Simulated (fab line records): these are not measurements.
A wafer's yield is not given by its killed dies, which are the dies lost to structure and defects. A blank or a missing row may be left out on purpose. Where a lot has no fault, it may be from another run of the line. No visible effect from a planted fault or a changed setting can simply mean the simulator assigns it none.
Chamber matching	flow n5 finfet	N5_BEOL_M0_SAQP_ETCH_107 on rie diel-01 has 4 sister chambers
The step etches SiNx in CH3F/O2, target depth 30 nm. 8 wafers are shown with their chamber, then 6 later ones without.

== WAFERS, EACH WITH ITS CHAMBER ==
wafer	chamber	throttle valve pct (%)	drypump motor current A (A)
L119.4	3	16.42	5.3
L123.1	0	15.96	5.9
L123.2	2	15.92	5.3
L123.4	3	16.47	5.3
L128.4	1	16.79	5.8
L128.5	2	15.94	5.4
L129.4	1	16.78	5.8
L129.5	0	15.97	5.9

== WAFERS WITHOUT THEIR CHAMBER ==
wafer	throttle valve pct (%)	drypump motor current A (A)
L129.6	15.95	5.3
L133.1	16.00	5.3
L133.2	15.95	5.4
L133.5	15.93	5.4
L138.3	16.00	5.9
L138.5	16.00	5.3

== EACH ONE'S CHAMBER ==
wafer	from the rows above	in truth
L129.6	2	2
L133.1	2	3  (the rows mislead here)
L133.2	2	2
L133.5	2	2
L138.3	0	0
L138.5	2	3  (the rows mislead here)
Placed correctly: 4 of 6. Number that these rows cannot place: 0. 2 placed wrongly.
How it was worked out, from the rows above alone: a wafer's distance from a chamber is the root of the sum, over the readings, of the square of ((its reading less the chamber's mean) divided by the reading's scatter). If the next closest chamber is less than 2 further off than the closest, the wafer can't be placed; otherwise it belongs to the closest. The mean given for a chamber averages the wafers shown for that chamber. The scatter: the root of (the sum of the squares of (reading less its chamber's mean) over the shown wafers, divided by (wafers less chambers)).
